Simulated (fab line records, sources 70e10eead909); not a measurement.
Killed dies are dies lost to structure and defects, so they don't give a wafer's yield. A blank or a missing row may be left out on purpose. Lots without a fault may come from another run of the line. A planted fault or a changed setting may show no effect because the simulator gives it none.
One fault seen from 2 desks | flow nand_harc | each desk has only its own numbers; what lay behind them comes last

THE METROLOGY DESK
What the gauges read, lot by lot, whatever tool the lot ran on: means of the sampled wafers that have a number. A lot is out of limits, marked OUT, if its mean lies more than 4 standard deviations from the usual mean; the brackets give that distance.
Columns: A = thk_nm at NHARC_P_M0_THK_MEAS_24, usual 118.0 nm
lot  | first seen here | A
L988 | day 6 03:22     | 117.6
L989 | day 6 13:32     | 118.6
L992 | day 7 22:35     | 118.8
L994 | day 8 15:25     | 118.7
L997 | day 9 18:38     | 117.7
L101 | day 11 09:08    | 117.0
L103 | day 12 07:07    | 119.2
L102 | day 12 08:04    | 117.3
L104 | day 13 02:03    | 118.5
L105 | day 13 09:24    | 117.9
L106 | day 13 11:22    | 116.5
L109 | day 14 16:49    | 116.4
This desk's finding: nothing out of limits on any of the 12 lots.

THE TOOL OWNER'S DESK: rie_diel-04
The tool's own readings at NHARC_P_M1_ETCH_28 (etches the open film in CF4/N2, target depth 30 nm, time 72.99 s): means of the sampled wafers that have a number, for each lot that ran on this tool. A lot is out of limits, marked OUT, if its mean lies more than 4 standard deviations from the usual mean; the brackets give that distance.
Columns: A = drypump_motor_current_A at NHARC_P_M1_ETCH_28, usual 5.7 A; B = oes_product_au at NHARC_P_M1_ETCH_28, usual 0.998 a.u.; C = rf_vpp_V at NHARC_P_M1_ETCH_28, usual 313.8 V; D = run_length_s at NHARC_P_M1_ETCH_28, usual 94.3 s; E = showerhead_plenum_p_Torr at NHARC_P_M1_ETCH_28, usual 2.61 Torr; F = throttle_valve_pct at NHARC_P_M1_ETCH_28, usual 19.794 %
lot  | first seen here | A   | B     | C     | D              | E    | F
L988 | day 6 05:44     | 5.4 | 0.991 | 314.6 | 94.3           | 2.68 | 19.801
L989 | day 6 15:51     | 5.4 | 0.991 | 315.4 | 93.8           | 2.71 | 19.789
L997 | day 9 21:01     | 6.0 | 0.998 | 313.7 | 94.0           | 2.59 | 19.796
L101 | day 11 11:28    | 5.7 | 0.987 | 314.4 | 74.7 (-36) OUT | 2.65 | 19.787
L103 | day 12 09:51    | 5.4 | 0.991 | 315.1 | 74.9 (-36) OUT | 2.67 | 19.793
L104 | day 13 04:27    | 5.6 | 0.989 | 315.6 | 74.4 (-37) OUT | 2.67 | 19.802
This desk's finding: out of limits on L101, L103, L104; first on L101, day 11 11:28 (run_length_s at NHARC_P_M1_ETCH_28). In limits: L988, L989, L997.

PUT TOGETHER
The tool owner's desk could have raised an alarm at day 11 11:28, on L101, L103, L104.
The metrology desk saw nothing out of limits.
The metrology desk has L101, L103, L104 on record, within its limits.
Of the lots named, all ran NHARC_P_M1_ETCH_28 on rie_diel-04.

WHAT THE SIMULATOR HAD PUT IN
Process parameter drift: rie_diel-04, from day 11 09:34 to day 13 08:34, at NHARC_P_M1_ETCH_28. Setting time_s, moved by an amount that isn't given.
Lots struck among those shown: L101, L103, L104.
Hours from the fault's start to each desk's first reading out of limits: the tool owner's desk, 2.
